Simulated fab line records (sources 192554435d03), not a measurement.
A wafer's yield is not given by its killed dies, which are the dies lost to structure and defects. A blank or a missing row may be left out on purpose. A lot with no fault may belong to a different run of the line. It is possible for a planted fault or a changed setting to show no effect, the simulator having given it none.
A struck lot beside a sound one + flow n5Finfet + 38 out of 1938 route steps
Sound: wafers L847.4, L847.5, L847.6. Struck: wafer L863.1. (L863.5, L863.6 of the same lot were not struck and are left out.) The cause comes at the end.
Per side, at each step with rows, come the tool, then ch with its chambers, and then its first start. Under that, the readings that differ: sound wafers + struck wafers + difference of the means + sigmas: that difference in standard deviations of wafers without a fault.
alike: a reading whose means differ by less than 2 such deviations, as well as words and numbers matching on both sides. not compared: withheld readings; readings where some wafer has no value; bounds like >300 that might hide an equal value; numbers whose values overlap and for which the record gives no deviation.
A row with sigmas, a row that says differs or no value, or rows on one side alone: a step with any of these is where the two part. Numbers that have no deviation but don't overlap get no sigmas and don't part them. Lack of a reading on every wafer of one side parts them only where that side has two or more wafers.

first, 9 steps without rows for these wafers: N5_BEOL_M0_ANNEAL_135 (time 60 s); N5_BEOL_M0_SPUTTER_141 (material Cu, target thk 4 nm, time 7.37 s); N5_BEOL_M0_ECD_118 (material Cu, target thk 300 nm); N5_BEOL_M0_ANNEAL_119 (time 90 s); N5_BEOL_M0_CMP_120 (polishes, stops on SiOC, t overpolish 6.9 s); N5_BEOL_M0_PRE_CLEAN_131 (time 15 s); N5_BEOL_M0_CO_CAP_123 (material Co, precursor CCTBA/H2, target thk 2 nm, time 102.1 s); N5_BEOL_M0_PRE_CLEAN_124 (time 15 s); N5_BEOL_M0_DEP_125 (deposits SiCN from 3MS/NH3, target thk 8 nm, time 14 s).
N5_BEOL_M1_ILD_DEP_00: deposits SiOC from DEMS/O2, target thk 79 nm, time 15.3 s.
  sound on pecvd-03 ch 0,1,2, day 6 04:29; struck on pecvd-03 ch 1, day 10 02:32
  alike: heaterPowerW, showerheadPlenumPTorr, throttleValvePct
then, 11 steps without rows for these wafers: N5_BEOL_M1_PECVD_72 (deposits SiO2 from TEOS/O2, target thk 16 nm, time 18 s); N5_BEOL_M1_HM_DEP_02 (deposits TiN, target thk 20 nm); N5_BEOL_M1_COAT_61 (time 60 s, resist thk 60 nm); N5_BEOL_M1_COAT_62 (time 60 s, resist thk 12 nm); N5_BEOL_M1_COAT_73 (time 60 s, resist thk 5 nm); N5_BEOL_M1_COAT_05 (resist thk 30 nm); N5_BEOL_M1_EBR_07; N5_BEOL_M1_SOFTBAKE_06 (time 60 s); N5_BEOL_M1_EXPOSE_08 (exposes mask M1); N5_BEOL_M1_PEB_09 (peb time 60 s); N5_BEOL_M1_DEVELOP_10 (develop time 30 s).
N5_BEOL_M1_INSPECT_13: inspects for defects (brightfield).
  sound: defectInspect-01 at day 6 05:48; struck: defectInspect-01 at day 10 03:19
| reading        | sound       | struck | difference | sigmas |
|----------------|-------------|--------|------------|--------|
| rawDefectCount | 471 523 406 | 2009   | +1542      | +14    |
then, 13 steps without rows for these wafers: N5_BEOL_M1_DESCUM_16 (chemistry O2, time 7 s); N5_BEOL_M1_ETCH_74 (etches underlayer in N2/H2, target depth 6.5 nm, time 5.2 s); N5_BEOL_M1_ETCH_63 (etches SiARC in CF4, target depth 15.6 nm, time 26 s); N5_BEOL_M1_ETCH_64 (etches SOC in N2/H2, target depth 75 nm, overetch 15 nm, time 112.5 s); N5_BEOL_M1_STRIP_65 (strips in N2/H2); N5_BEOL_M1_STRIP_75 (strips in N2/H2); N5_BEOL_M1_STRIP_66 (strips in CF4); N5_BEOL_M1_HM_OPEN_17 (chemistry Cl2/BCl3, target TiN, target depth 20 nm, overetch 6 nm); N5_BEOL_M1_STRIP_19 (strips in O2); N5_BEOL_M1_COAT_67 (time 60 s, resist thk 60 nm); N5_BEOL_M1_COAT_68 (time 60 s, resist thk 12 nm); N5_BEOL_M1_COAT_76 (time 60 s, resist thk 5 nm); N5_BEOL_M1_COAT_22 (resist thk 30 nm).
N5_BEOL_M1_INSPECT_30: inspects for defects (brightfield).
  sound: defectInspect-02 at day 6 06:48; struck: defectInspect-02 at day 10 04:19
| reading        | sound       | struck | difference | sigmas |
|----------------|-------------|--------|------------|--------|
| rawDefectCount | 394 458 340 | 1944   | +1547      | +15    |
N5_BEOL_M4_RC_MEAS_101:
  sound on prober-01 ch 0, day 8 01:59; struck on prober-01 ch 0, day 11 12:51
  alike: DIBL_N, DIBL_P, IOFF_N, IOFF_P, ION_N, ION_P, SS_N, SS_P, VT_N, VT_P
-- a jump in the record: the struck wafers' starts before and after are 5 days apart (it breaks off in module BEOL_M4 and resumes in module PASSIVATION, where the first step shown is number 1936 of the route) --
N5_PASSIVATION_PROBE_49:
  sound: prober-01 at day 12 08:16; struck: prober-01 at day 16 02:05
| reading                 | sound          | struck | difference | sigmas |
|-------------------------|----------------|--------|------------|--------|
| defectLimitedYield (%)  | 93.8 93.1 91.9 | 79.6   | -13.3      | -9     |
| killed_at_M0_to_M3      | 32 29 38       | 174    | +141       | +15    |
| killedAtContacts        | 6 12 4         | 26     | +19        | +3     |
| killedDies              | 73 81 96       | 241    | +158       | +9     |
| sort_bin_5_function (%) | 3.7 4.7 5.1    | 12.0   | +7.5       | +8     |
| sort_bin_6_memory (%)   | 2.2 1.7 2.9    | 4.1    | +1.8       | +3     |
| sortNPass               | 1107 1099 1084 | 939    | -158       | -9     |
| sortYieldPct (%)        | 93.8 93.1 91.9 | 79.6   | -13.3      | -10    |
  alike: killed_at_M4_up, killedAtFrontEnd, killedAtOther, killedOpen, killedShort, sort_bin_8_speed

## WHERE THEY PART
First at N5_BEOL_M1_INSPECT_13; last, within this record, at N5_PASSIVATION_PROBE_49.

WHY: what the simulator had put in
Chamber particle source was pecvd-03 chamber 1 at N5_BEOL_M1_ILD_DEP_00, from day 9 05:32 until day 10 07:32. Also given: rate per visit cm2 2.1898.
